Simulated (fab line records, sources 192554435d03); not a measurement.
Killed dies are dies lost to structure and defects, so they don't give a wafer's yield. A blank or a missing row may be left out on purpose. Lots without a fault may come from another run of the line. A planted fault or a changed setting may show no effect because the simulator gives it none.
fab line records | flow n5_finfet
record lots=11 wafers=33 last_day=16
route steps=1938 shown BEOL_M2@921 TV_OPEN@1890 PAD_METAL@1896 PASSIVATION@1911
lots that met no fault: from a run of the same line without faults
start_h: hours from the record's first day to the start of the lot's first wafer shown | wait_h: hours since the lot's step before | " the same as in the row above | L1.1+2: a row that stands for several wafers | - no value, or no start given | * or withheld: withheld | < > ~ a bound
route shown NAME@n: a module of which the file shows steps, and the number in the route of the first | usual: mean/standard deviation of fault-free wafers | same: alike in all rows | chamber/n: place in a boat | sites: the reading at each site | _std_site: their standard deviation | _edge_site: outer sites' mean less inner sites' | radius_mm: how far each site lies from the wafer's centre | mask NAME#n: copy n | behind: the tool/chamber that last shaped the wafer | hold: why the lot was held/for how many hours/how that ended | device: the transistor (n, p or np) that didn't switch | end of line: the same wafers' tests at the end of the route | a step without rows: its recipe alone | killed: dies lost to structure and defects at the first sort, not the wafer's yield | map: a wafer's dies, x killed, . not, _ none there
set.NAME: the setting as run; set.NAME@STEP: as run at that earlier step | model.NAME: the simulator's own value behind a step, which no gauge read
steps of the route over a sample of lots; a table a step, a row a wafer
services: from which hour (start_h, from the record's first day; less than 0 if before it) a tool's chamber was out of use, for how many hours, and why
## steps
# step N5_BEOL_M2_ECD_50
# recipe material=Cu target_thk_a=3000
# columns lot.wafer tool chamber start_h wait_h
L963.3+4+5 ecd_cu-01 1,0,1 143.80 0.1
L965.1+3+4 ecd_cu-01 0,0,1 157.54 0.1
L968.1+4+6 ecd_cu-02 0,0,1 172.19 0.1
L967.1+4+5 ecd_cu-02 1,1,0 174.11 0.1
L969.1+3+5 ecd_cu-01 0,0,1 177.22 0.1
L970.1+2+5 ecd_cu-02 0,1,0 189.19 0.1
L972.4+5+6 ecd_cu-01 1,1,0 204.91 0.1
L973.2+4+5 ecd_cu-02 0,0,1 212.91 0.1
L976.1+2+6 ecd_cu-01 1,0,1 223.22 0.1
L977.1+4+6 ecd_cu-01 0,1,1 226.25 0.1
L978.2+3+5 ecd_cu-01 1,1,0 242.35 0.1
# step N5_PASSIVATION_ETCH_15
# recipe chemistry=CF4/N2 target=SiCN target_depth_a=750 taper_deg=2 time_s=81.2 ion_energy_ev=150 mask_material=SiNx pressure_mtorr=40 source_w=430 bias_w=70 Ar_flow_sccm=100 cf4_flow_sccm=60 n2_flow_sccm=60
# usual drypump_motor_current_A=5.8/0.62 oes_product_au=0.81/0.09 rf_vpp_V=382.7/2 showerhead_plenum_p_Torr=2.23/0.079 throttle_valve_pct=15.39/0.19
# same time_s=81.2
# columns lot.wafer tool chamber start_h wait_h drypump_motor_current_A oes_product_au rf_hours_counter_h rf_vpp_V showerhead_plenum_p_Torr throttle_valve_pct
L963.3 rie_diel-04 0 - - 5.3 0.75 187 383.1 2.29 15.64
L963.4 " 2 " " 6.1 1.00 1 380.9 2.17 15.19
L963.5 " 1 " " 5.4 0.89 - 382.4 2.25 15.33
L965.1 rie_diel-01 1 - - 4.7 0.90 31 384.6 2.25 15.38
L965.3 " 0 " " 5.9 0.89 56 385.7 2.33 15.20
L965.4 " 0 " " 5.9 0.88 - 385.6 2.33 15.20
L968.1 rie_diel-04 1 - - 5.4 0.88 40 381.9 2.25 15.35
L968.4 " 2 " " 6.1 0.98 8 382.0 2.17 15.20
L968.6 " 1 " " 5.4 0.88 - 382.4 2.25 15.34
L967.1 rie_diel-03 3 - - 6.4 0.84 50 385.1 2.33 15.12
L967.4 " 2 " " 5.5 0.71 225 382.5 2.18 15.65
L967.5 " 3 " " 6.4 0.84 - 385.6 2.33 15.12
L969.1 rie_diel-04 2 - - 6.1 0.95 13 382.1 2.17 15.22
L969.3 " 0 " " 5.4 0.74 199 383.9 2.28 15.68
L969.5 " 1 " " 5.4 0.89 - 381.8 2.25 15.34
L970.1 rie_diel-04 2 - - 6.1 0.95 16 381.5 2.16 15.23
L970.2 " 1 " " 5.4 0.87 49 383.8 2.24 15.36
L970.5 " 1 " " 5.4 0.86 - 383.3 2.25 15.35
L972.4 rie_diel-03 1 - - 6.1 0.69 191 383.2 2.28 15.63
L972.5 " 3 " " 6.5 0.83 - 384.0 2.33 15.15
L972.6 " 0 " " 5.1 0.70 - 378.5 2.10 15.41
L973.2 rie_diel-03 0 - - 5.1 0.70 209 380.4 2.10 15.41
L973.4 " 2 " " 5.5 0.69 238 383.4 2.18 15.70
L973.5 " 2 " " 5.5 0.69 - 382.4 2.18 15.69
L977.1 rie_diel-01 2 - - 6.6 0.87 44 380.4 2.15 15.40
L977.4 " 0 " " 5.8 0.86 74 384.6 2.32 15.24
L977.6 " 3 " " 6.2 0.74 - 380.3 2.11 15.35
L976.1 rie_diel-04 3 - - 6.8 0.95 12 385.9 2.35 14.97
L976.2 " 2 " " 6.1 0.90 33 381.2 2.16 15.26
L976.6 " 2 " " 6.1 0.91 - 380.8 2.16 15.25
L978.2 rie_diel-04 0 - - 5.4 0.72 222 384.9 2.27 15.72
L978.3 " 2 " " 6.1 0.90 37 381.4 2.16 15.28
L978.5 " 2 " " 6.1 0.90 - 381.2 2.16 15.23
# step N5_PASSIVATION_AL_DEP_21
# recipe material=Al target_thk_a=28000 temp_c=400 time_s=170 power_w=30000 chamber_pressure_pa=0.4 gas=Ar
# usual cathode_dc_power_W=29999/5.4 throttle_valve_pct=29.9/0.86
# same time_s=170
# columns lot.wafer tool chamber start_h wait_h cathode_dc_power_W throttle_valve_pct
L963.3 pvd_sputter-03 - 269.68 0.1 29999 30.3
L963.4 " - " " 29993 29.9
L963.5 " - " " 30000 29.9
L965.1 pvd_sputter-01 - 288.75 0.1 29996 32.0
L965.3 " - " " 30002 28.9
L965.4 " - " " 29997 30.7
L968.1 pvd_sputter-03 - 292.23 0.1 30001 29.8
L968.4 " - " " 30000 30.8
L968.6 " - " " 29998 30.5
L967.1 pvd_sputter-03 - 299.41 0.1 30003 30.0
L967.4 " - " " 30007 30.8
L967.5 " - " " 30000 29.8
L969.1 pvd_sputter-03 - 303.87 0.1 30008 30.6
L969.3 " - " " 29995 30.2
L969.5 " - " " 29992 30.4
L970.1 pvd_sputter-02 - 312.33 0.1 30005 29.7
L970.2 " - " " 30004 28.8
L970.5 " - " " 29999 28.8
L972.4 pvd_sputter-02 - 330.06 0.1 30008 29.0
L972.5 " - " " 30003 29.0
L972.6 " - " " 30014 28.8
L973.2 pvd_sputter-02 - 337.47 0.1 29996 28.8
L973.4 " - " " 30004 29.1
L973.5 " - " " 30001 28.9
L977.1 pvd_sputter-01 - 351.63 0.1 30004 29.3
L977.4 " - " " 29993 31.5
L977.6 " - " " 30000 31.4
L976.1 pvd_sputter-01 - 358.09 0.1 30002 29.0
L976.2 " - " " 29996 30.6
L976.6 " - " " 29991 29.1
L978.2 pvd_sputter-03 - 372.39 0.1 29997 30.0
L978.3 " - " " 30001 29.8
L978.5 " - " " 29997 30.8
# step N5_PASSIVATION_STRIP_34
# recipe chemistry=O2 power_w=600 temp_c=60 pressure_mtorr=30 rf_frequency_hz=6e+07 bias_power_w=0 overash_fraction=2 o2_flow_sccm=225
# usual drypump_motor_current_A=5.7/0.46 oes_product_au=0.82/0.088 rf_vpp_V=3.4/1.6 showerhead_plenum_p_Torr=2.13/0.072 throttle_valve_pct=16.64/0.22
# columns lot.wafer tool chamber start_h wait_h drypump_motor_current_A oes_product_au rf_hours_counter_h rf_vpp_V showerhead_plenum_p_Torr throttle_valve_pct
L963.3 rie_diel-06 1 270.84 0.1 5.9 0.92 37 1.8 2.21 16.76
L963.4 " 3 " " 5.7 0.83 74 2.3 2.21 16.48
L963.5 " 0 " " 5.8 0.97 - 2.1 2.07 16.63
L965.1 rie_diel-02 2 289.96 0.1 5.9 0.68 233 2.4 2.16 16.71
L965.3 " 1 " " 6.6 0.78 119 2.9 2.21 16.51
L965.4 " 0 " " 6.4 0.70 214 5.9 2.08 16.56
L968.1 rie_diel-05 1 293.55 0.1 5.2 0.80 115 1.8 2.11 16.93
L968.4 " 2 " " 5.5 0.85 51 4.8 2.22 16.52
L968.6 " 1 " " 5.2 0.79 - 4.1 2.11 16.99
L967.1 rie_diel-05 3 300.71 0.1 4.9 0.68 239 1.4 2.14 16.77
L967.4 " 0 " " 5.9 0.86 68 2.3 2.03 16.35
L967.5 " 2 " " 5.5 0.82 - 4.0 2.22 16.53
L969.1 rie_diel-06 0 305.69 0.2 5.9 0.92 14 2.7 2.07 16.71
L969.3 " 2 " " 5.1 0.69 237 5.6 1.99 17.17
L969.5 " 0 " " 5.8 0.92 - 3.3 2.06 16.71
L970.1 rie_diel-06 0 314.04 0.2 5.8 0.90 18 2.1 2.06 16.72
L970.2 " 1 " " 5.9 0.90 54 1.1 2.21 16.82
L970.5 " 1 " " 5.9 0.86 - 2.0 2.21 16.86
L972.4 rie_diel-02 3 331.97 0.2 5.8 0.87 34 4.1 2.05 16.38
L972.5 " 3 " " 5.8 0.90 - 6.0 2.05 16.42
L972.6 " 0 " " 6.4 0.71 - 6.3 2.07 16.62
L973.2 rie_diel-06 3 339.43 0.3 5.8 0.81 92 2.8 2.20 16.53
L973.4 " 0 " " 5.8 0.86 27 3.9 2.06 16.72
L973.5 " 1 " " 5.9 0.86 - 3.5 2.20 16.87
L977.1 rie_diel-06 3 353.01 0.1 5.7 0.82 99 5.4 2.20 16.56
L977.4 " 1 " " 5.9 0.86 - 4.5 2.20 16.83
L977.6 " 0 " " 5.9 0.88 - 1.8 2.06 16.75
L976.1 rie_diel-06 3 359.25 0.1 5.7 0.80 102 3.1 2.19 16.58
L976.2 " 1 " " 5.9 0.84 72 4.6 2.20 16.83
L976.6 " 0 " " 5.8 0.86 - 3.7 2.06 16.78
L978.2 rie_diel-05 2 373.61 0.1 5.5 0.81 84 7.0 2.21 16.58
L978.3 " 3 " " 4.9 0.95 11 2.6 2.14 16.37
L978.5 " 2 " " 5.6 0.79 - 1.9 2.21 16.59
# step N5_PASSIVATION_PROBE_49
# usual defect_limited_yield=91.7/1.5 killed_at_M0_to_M3=30/8.6 killed_at_M4_up=12/4.5 killed_at_contacts=13/5.8 killed_at_front_end=38/11 killed_at_other=4/3 killed_dies=97/17 killed_on_rim=13/3.6 killed_open=63/12 killed_short=32/8.8 sort_bin_5_function=4.8/0.91 sort_bin_6_memory=3.1/0.68 sort_n_pass=1083/17 sort_yield_pct=91.7/1.5
# same gross_dies=1180 killed_at_back_side=0 sort_bin_4_leakage[%]=0 sort_bin_8_speed[%]=0
# columns lot.wafer tool chamber start_h wait_h defect_limited_yield[%] killed_at_M0_to_M3 killed_at_M4_up killed_at_contacts killed_at_front_end killed_at_other killed_dies killed_on_rim killed_open killed_short sort_bin_5_function[%] sort_bin_6_memory[%] sort_n_pass sort_yield_pct[%]
L965.1 prober-01 - 294.22 0.0 90.4 36 12 5 53 7 113 13 79 31 6.0 3.4 1067 90.4
L965.3 prober-01 - 294.32 0.1 91.9 23 16 12 37 8 96 12 60 34 4.0 3.5 1084 91.9
L965.4 prober-01 - 294.37 0.2 92.4 31 9 7 32 11 90 10 56 31 4.6 2.6 1090 92.4
L967.1 prober-02 - 305.99 0.2 89.2 38 11 24 52 2 127 18 84 41 7.1 3.5 1053 89.2
L967.4 prober-02 - 306.14 0.3 92.3 23 12 13 41 2 91 15 47 38 4.7 2.8 1089 92.3
L967.5 prober-02 - 306.19 0.4 90.3 28 15 9 58 5 115 8 67 43 5.7 3.6 1065 90.3
L969.1 prober-02 - 310.06 0.0 92.7 9 5 30 39 3 86 8 58 27 4.7 2.4 1094 92.7
L969.3 prober-02 - 310.16 0.1 92.5 25 3 17 43 0 88 17 57 29 4.7 2.5 1092 92.5
L969.5 prober-02 - 310.26 0.2 93.6 17 7 12 40 0 76 15 37 37 3.7 2.2 1104 93.6
L972.4 prober-01 - 336.44 0.2 91.1 43 18 15 28 1 105 12 73 31 5.6 2.8 1075 91.1
L972.5 prober-01 - 336.49 0.2 89.7 42 16 28 33 3 122 13 78 40 6.0 3.6 1058 89.7
L972.6 prober-01 - 336.54 0.3 93.4 23 12 10 32 1 78 12 51 26 3.6 2.9 1102 93.4
L973.2 prober-01 - 343.90 0.1 91.6 45 8 18 28 0 99 8 64 35 4.6 3.4 1081 91.6
L973.4 prober-01 - 344.00 0.2 89.5 43 18 14 47 2 124 17 77 46 5.3 4.7 1056 89.5
L973.5 prober-01 - 344.05 0.2 90.0 38 8 12 60 0 118 17 68 48 5.9 3.9 1062 90.0
L977.1 prober-01 - 357.49 0.0 54.7 477 5 13 38 2 535 73 54 42 29.1 12.6 645 54.7
L977.4 prober-01 - 357.64 0.2 53.6 487 18 10 32 1 548 73 43 36 29.6 13.6 632 53.6
L977.6 prober-01 - 357.74 0.3 53.4 484 15 13 30 8 550 76 60 26 28.5 14.6 630 53.4
L976.1 prober-02 - 363.43 0.0 95.3 22 10 10 12 2 56 10 40 16 2.5 2.1 1124 95.3
L976.2 prober-02 - 363.48 0.1 94.7 28 8 2 24 1 63 12 39 21 3.6 1.6 1117 94.7
L976.6 prober-02 - 363.68 0.3 94.5 15 6 16 26 2 65 7 49 15 3.2 1.9 1115 94.5
L978.2 prober-01 - 378.05 0.1 54.9 475 5 14 35 3 532 68 56 24 28.1 14.7 648 54.9
L978.3 prober-01 - 378.10 0.1 56.8 471 5 8 23 3 510 74 37 30 26.9 13.8 670 56.8
L978.5 prober-01 - 378.20 0.2 53.1 485 18 15 32 4 554 72 58 28 29.3 14.4 626 53.1
# killed by level:class
L965.1 STI_FIN_REVEAL:geometric_particle:open=12 BEOL_M1:geometric_particle:open=9 FIN_SAQP:geometric_particle:short=7 DUMMY_GATE:geometric_particle:open=7 BEOL_M2:geometric_particle:open=7 BEOL_M3:geometric_particle:open=6 FIN_SAQP:geometric_particle:open=5 MOL_CONTACT_COAG:geometric_particle:open=5
L965.3 MOL_CONTACT_COAG:geometric_particle:open=10 FIN_SAQP:geometric_particle:open=7 BEOL_M1:geometric_particle:open=7 STI_FIN_REVEAL:geometric_particle:open=6 DUMMY_GATE:geometric_particle:open=5 BEOL_M0_SAQP:geometric_particle:short=5 BEOL_M7:geometric_particle:open=5 STARTING-WAFER:geometric_particle:short=5
L965.4 STI_FIN_REVEAL:geometric_particle:open=13 BEOL_M0_SAQP:geometric_particle:short=8 BEOL_M3:geometric_particle:open=6 MIM_BOT:geometric_particle:short=6 FIN_SAQP:geometric_particle:open=5 MOL_CONTACT_COAG:geometric_particle:open=5 BEOL_M0_SAQP:geometric_particle:open=5 BEOL_M1:geometric_particle:open=5
L967.1 FIN_SAQP:geometric_particle:short=22 MOL_CONTACT_COAG:geometric_particle:open=18 BEOL_M0_SAQP:geometric_particle:open=16 FIN_SAQP:geometric_particle:open=11 MOL_CONTACT_COAG:geometric_particle:short=6 BEOL_M1:geometric_particle:open=5 BEOL_M0_SAQP:geometric_particle:short=5 BEOL_M2:geometric_particle:open=5
L967.4 FIN_SAQP:geometric_particle:short=9 MOL_CONTACT_COAG:geometric_particle:open=9 BEOL_M0_SAQP:geometric_particle:short=7 FIN_SAQP:geometric_particle:open=5 BEOL_M2:geometric_particle:open=5 BEOL_M3:geometric_particle:short=5 FIN_CUT:geometric_particle:short=4 MOL_CONTACT_COAG:geometric_particle:short=4
L967.5 FIN_SAQP:geometric_particle:short=19 BEOL_M0_SAQP:geometric_particle:short=9 FIN_SAQP:geometric_particle:open=8 BEOL_M3:geometric_particle:open=8 MOL_CONTACT_COAG:geometric_particle:open=7 BEOL_M0_SAQP:geometric_particle:open=7 BEOL_M4:geometric_particle:open=7 STI_FIN_REVEAL:geometric_particle:open=5
L969.1 MOL_CONTACT_COAG:geometric_particle:open=23 FIN_SAQP:geometric_particle:short=8 MOL_CONTACT_COAG:geometric_particle:short=7 STI_FIN_REVEAL:geometric_particle:open=6 GATE_CUT:geometric_particle:open=5 GATE_CUT:geometric_particle:short=5 FIN_SAQP:geometric_particle:open=3 DUMMY_GATE:geometric_particle:open=3
L969.3 MOL_CONTACT_COAG:geometric_particle:open=12 BEOL_M0_SAQP:geometric_particle:open=11 STI_FIN_REVEAL:geometric_particle:open=7 FIN_SAQP:geometric_particle:short=6 MOL_CONTACT_COAG:geometric_particle:short=5 BEOL_M0_SAQP:geometric_particle:short=5 ILD0:geometric_particle:open=4 GATE_CUT:geometric_particle:short=4
L969.5 FIN_SAQP:geometric_particle:short=14 MOL_CONTACT_COAG:geometric_particle:open=10 GATE_CUT:geometric_particle:short=8 BEOL_M1:geometric_particle:open=5 GATE_CUT:geometric_particle:open=3 BEOL_M0_SAQP:geometric_particle:short=3 BEOL_M0_SAQP:geometric_particle:open=3 STARTING-WAFER:geometric_particle:short=3
L972.4 MOL_CONTACT_COAG:geometric_particle:open=13 BEOL_M2:geometric_particle:open=10 BEOL_M4:geometric_particle:open=10 BEOL_M0_SAQP:geometric_particle:short=9 BEOL_M1:geometric_particle:open=8 BEOL_M0_SAQP:geometric_particle:open=6 STI_FIN_REVEAL:geometric_particle:open=5 FIN_SAQP:geometric_particle:short=4
L972.5 MOL_CONTACT_COAG:geometric_particle:open=22 STI_FIN_REVEAL:geometric_particle:open=9 BEOL_M0_SAQP:geometric_particle:open=9 BEOL_M4:geometric_particle:open=9 BEOL_M0_SAQP:geometric_particle:short=8 BEOL_M3:geometric_particle:open=8 MOL_CONTACT_COAG:geometric_particle:short=6 BEOL_M2:geometric_particle:short=5
L972.6 MOL_CONTACT_COAG:geometric_particle:open=8 STI_FIN_REVEAL:geometric_particle:open=7 BEOL_M4:geometric_particle:open=5 FIN_SAQP:geometric_particle:open=4 FIN_SAQP:geometric_particle:short=4 BEOL_M2:geometric_particle:open=4 BEOL_M0_SAQP:geometric_particle:short=4 DUMMY_GATE:geometric_particle:open=3
L973.2 MOL_CONTACT_COAG:geometric_particle:open=15 FIN_SAQP:geometric_particle:short=13 BEOL_M0_SAQP:geometric_particle:open=9 BEOL_M2:geometric_particle:open=8 BEOL_M2:geometric_particle:short=7 BEOL_M1:geometric_particle:open=6 BEOL_M3:geometric_particle:open=6 FIN_SAQP:geometric_particle:open=4
L973.4 FIN_SAQP:geometric_particle:short=20 BEOL_M2:geometric_particle:open=15 FIN_SAQP:geometric_particle:open=12 MOL_CONTACT_COAG:geometric_particle:open=12 BEOL_M2:geometric_particle:short=6 BEOL_M0_SAQP:geometric_particle:open=5 BEOL_M3:geometric_particle:open=5 BEOL_M4:geometric_particle:open=5
L973.5 FIN_SAQP:geometric_particle:short=25 FIN_SAQP:geometric_particle:open=13 MOL_CONTACT_COAG:geometric_particle:open=11 BEOL_M0_SAQP:geometric_particle:short=8 BEOL_M2:geometric_particle:open=8 BEOL_M3:geometric_particle:open=7 BEOL_M0_SAQP:geometric_particle:open=6 STI_FIN_REVEAL:geometric_particle:open=4
L977.1 BEOL_M2:unspecified=439 BEOL_M0_SAQP:geometric_particle:open=15 FIN_SAQP:geometric_particle:short=12 STI_FIN_REVEAL:geometric_particle:open=9 MOL_CONTACT_COAG:geometric_particle:short=7 BEOL_M0_SAQP:geometric_particle:short=6 MOL_CONTACT_COAG:geometric_particle:open=6 FIN_SAQP:geometric_particle:open=4
L977.4 BEOL_M2:unspecified=469 FIN_SAQP:geometric_particle:short=12 MOL_CONTACT_COAG:geometric_particle:open=9 BEOL_M4:geometric_particle:short=8 FIN_SAQP:geometric_particle:open=6 BEOL_M2:geometric_particle:open=5 BEOL_M4:geometric_particle:open=5 BEOL_M2:geometric_particle:short=4
L977.6 BEOL_M2:unspecified=464 FIN_SAQP:geometric_particle:open=17 MOL_CONTACT_COAG:geometric_particle:open=11 FIN_SAQP:geometric_particle:short=6 BEOL_M0_SAQP:geometric_particle:open=5 BEOL_M1:geometric_particle:open=5 BEOL_M4:geometric_particle:short=5 BEOL_M4:geometric_particle:open=3
L976.1 BEOL_M3:geometric_particle:open=9 MOL_CONTACT_COAG:geometric_particle:open=8 GATE_CUT:geometric_particle:short=5 BEOL_M6:geometric_particle:open=5 BEOL_M0_SAQP:geometric_particle:short=4 BEOL_M1:geometric_particle:open=4 BEOL_M0_SAQP:geometric_particle:open=3 BEOL_M5:geometric_particle:open=3
L976.2 BEOL_M0_SAQP:geometric_particle:short=8 STI_FIN_REVEAL:geometric_particle:open=5 BEOL_M3:geometric_particle:open=5 FIN_SAQP:geometric_particle:open=4 BEOL_M1:geometric_particle:open=4 BEOL_M6:geometric_particle:open=4 BEOL_M1:geometric_particle:short=3 STARTING-WAFER:geometric_particle:open=3
L976.6 MOL_CONTACT_COAG:geometric_particle:open=13 FIN_SAQP:geometric_particle:open=5 STI_FIN_REVEAL:geometric_particle:open=5 BEOL_M1:geometric_particle:open=4 STARTING-WAFER:geometric_particle:open=4 MOL_CONTACT_COAG:geometric_particle:short=3 BEOL_M0_SAQP:geometric_particle:open=3 STARTING-WAFER:geometric_particle:short=3
L978.2 BEOL_M2:unspecified=449 STI_FIN_REVEAL:geometric_particle:open=17 MOL_CONTACT_COAG:geometric_particle:open=12 BEOL_M1:geometric_particle:open=6 FIN_SAQP:geometric_particle:short=4 DUMMY_GATE:geometric_particle:open=4 BEOL_M0_SAQP:geometric_particle:short=4 BEOL_M3:geometric_particle:open=4
L978.3 BEOL_M2:unspecified=443 BEOL_M0_SAQP:geometric_particle:open=9 MOL_CONTACT_COAG:geometric_particle:open=7 FIN_SAQP:geometric_particle:short=6 BEOL_M0_SAQP:geometric_particle:short=5 BEOL_M2:geometric_particle:open=4 STARTING-WAFER:geometric_particle:short=4 DUMMY_GATE:geometric_particle:short=3
L978.5 BEOL_M2:unspecified=466 MOL_CONTACT_COAG:geometric_particle:open=11 BEOL_M4:geometric_particle:open=7 STI_FIN_REVEAL:geometric_particle:open=6 BEOL_M0_SAQP:geometric_particle:short=5 FIN_SAQP:geometric_particle:open=4 DUMMY_GATE:geometric_particle:short=4 BEOL_M0:geometric_particle:open=4
## services
# columns tool chamber start_h hours kind
rie_diel-03 - 123.29 14.6 pm
rie_diel-04 2 124.85 24.6 repair
rie_diel-04 1 149.68 - clean
rie_diel-04 1 149.68 - consumable_replace:focus_ring
rie_diel-04 1 149.68 11.9 scheduled_down
rie_diel-04 1 149.68 11.9 vent_cycle
rie_diel-04 0 161.53 6.6 repair
rie_diel-06 1 170.03 - clean
rie_diel-03 1 175.27 12.3 repair
ecd_cu-01 - 185.14 0.2 repair
rie_diel-04 3 193.45 8.9 repair
rie_diel-06 0 200.31 15.8 repair
rie_diel-04 - 211.67 2.8 pm
rie_diel-01 - 217.33 9.7 repair
rie_diel-04 - 217.33 2.1 repair
rie_diel-01 - 229.97 2.8 pm
rie_diel-04 1 239.23 6.4 repair
ecd_cu-02 - 278.93 6.2 repair
rie_diel-01 3 284.47 7.4 repair
ecd_cu-01 - 291.32 0.9 repair
rie_diel-05 0 304.59 5.7 repair
rie_diel-06 3 310.47 18.0 repair
pvd_sputter-01 - 352.67 1.6 repair
ecd_cu-02 - 358.68 5.1 repair
## key
first_sign step=N5_PASSIVATION_PROBE_49 reading=killed_at_M0_to_M3 direction=up sigmas=52 usual=30 struck=480
effect step=N5_PASSIVATION_PROBE_49 reading=defect_limited_yield direction=down sigmas=25 usual=91.7 struck=54.4
more_kills_born_at N5_BEOL_M2_ECD_50@ecd_cu-01=2730
met_at N5_BEOL_M2_ECD_50
struck_lots L977,L978
not_acting_at N5_PASSIVATION_ETCH_15,N5_PASSIVATION_AL_DEP_21,N5_PASSIVATION_STRIP_34
onset_between 223.22 226.25
fault kind=chamber_particle_source tool=ecd_cu-01 chamber=- onset_h=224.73 steps=N5_BEOL_M2_ECD_50 rate_per_visit_cm2=0.93038 end_h=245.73
